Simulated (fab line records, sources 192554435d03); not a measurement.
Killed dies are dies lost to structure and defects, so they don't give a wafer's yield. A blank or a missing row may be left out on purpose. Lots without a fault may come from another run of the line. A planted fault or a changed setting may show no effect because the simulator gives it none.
One fault seen from 2 desks | flow n5_finfet | each desk has only its own numbers; what lay behind them comes last

THE TOOL OWNER'S DESK: litho_track-05
The tool's own readings at N5_BEOL_M3_COAT_67 (time 60 s, resist thk 60 nm): means of the sampled wafers that have a number, for each lot that ran on this tool. A lot is out of limits, marked OUT, if its mean lies more than 4 standard deviations from the usual mean; the brackets give that distance.
Columns: A = heater_power_total_W at N5_BEOL_M3_COAT_67, usual 500.2 W; B = plate_temp_C at N5_BEOL_M3_COAT_67, usual 249.97 C; C = resist_line_temp_C at N5_BEOL_M3_COAT_67, usual 22.98 C
lot  | first seen here | A                | B                | C
L524 | day 7 12:11     | 501.8            | 250.02           | 23.01
L526 | day 7 21:15     | 499.7            | 249.98           | 23.03
L528 | day 8 15:11     | 498.1            | 249.72           | 22.99
L535 | day 10 12:49    | 480.6 (-10) OUT  | 242.29 (-40) OUT | 23.01
L537 | day 11 08:56    | 482.9 (-9.1) OUT | 242.09 (-41) OUT | 23.11
This desk's finding: out of limits on L535, L537; first on L535, day 10 12:49 (heater_power_total_W at N5_BEOL_M3_COAT_67). In limits: L524, L526, L528.

THE METROLOGY DESK
What the gauges read, lot by lot, whatever tool the lot ran on: means of the sampled wafers that have a number. A lot is out of limits, marked OUT, if its mean lies more than 4 standard deviations from the usual mean; the brackets give that distance. Of its 11 readings 7 are shown: those that lie furthest out on some lot.
Columns: A = M3_OVL at N5_BEOL_M3_OVL_MEAS_12, usual 0.2 nm; B = DIBL_N at N5_BEOL_M4_RC_MEAS_101, usual 36.2 mV/V; C = IOFF_P at N5_BEOL_M4_RC_MEAS_101, usual 0.210 nA/um; D = ION_P at N5_BEOL_M4_RC_MEAS_101, usual 465 uA/um; E = SS_N at N5_BEOL_M4_RC_MEAS_101, usual 71.4 mV/dec; F = VT_N at N5_BEOL_M4_RC_MEAS_101, usual 249.9 mV; G = VT_P at N5_BEOL_M4_RC_MEAS_101, usual -250 mV
lot  | first seen here | A    | B    | C     | D   | E    | F     | G
L525 | day 7 03:14     | 0.6  | 35.7 | 0.230 | 473 | 70.9 | 247.1 | -247
L524 | day 7 11:34     | 1.0  | 35.4 | 0.189 | 465 | 71.0 | 252.6 | -251
L526 | day 7 19:55     | 1.2  | 34.4 | 0.189 | 464 | 70.5 | 251.4 | -251
L528 | day 8 14:38     | 1.0  | 37.0 | 0.187 | 460 | 71.3 | 250.8 | -252
L535 | day 10 12:11    | 0.3  | 36.2 | 0.201 | 463 | 71.8 | 251.0 | -251
L538 | day 10 22:49    | -0.3 | 36.7 | 0.264 | 475 | 71.7 | 246.4 | -246
L537 | day 11 08:23    | -0.2 | 35.3 | 0.226 | 468 | 71.3 | 249.6 | -248
L540 | day 11 15:11    | -0.4 | 37.9 | 0.174 | 457 | 71.3 | 250.3 | -255
L545 | day 13 10:35    | 0.5  | 37.0 | 0.215 | 466 | 71.4 | 247.6 | -251
This desk's finding: nothing out of limits on any of the 9 lots.

PUT TOGETHER
The tool owner's desk could have raised an alarm at day 10 12:49, on L535, L537.
The metrology desk saw nothing out of limits.
The metrology desk has L535, L537 on record, within its limits.
Of the lots named, all ran N5_BEOL_M3_COAT_67 on litho_track-05.

WHAT THE SIMULATOR HAD PUT IN
Process parameter drift: litho_track-05, from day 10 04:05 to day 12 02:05, at N5_BEOL_M3_COAT_67. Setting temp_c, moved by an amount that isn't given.
Lots struck among those shown: L535, L537.
Hours from the fault's start to each desk's first reading out of limits: the tool owner's desk, 9.
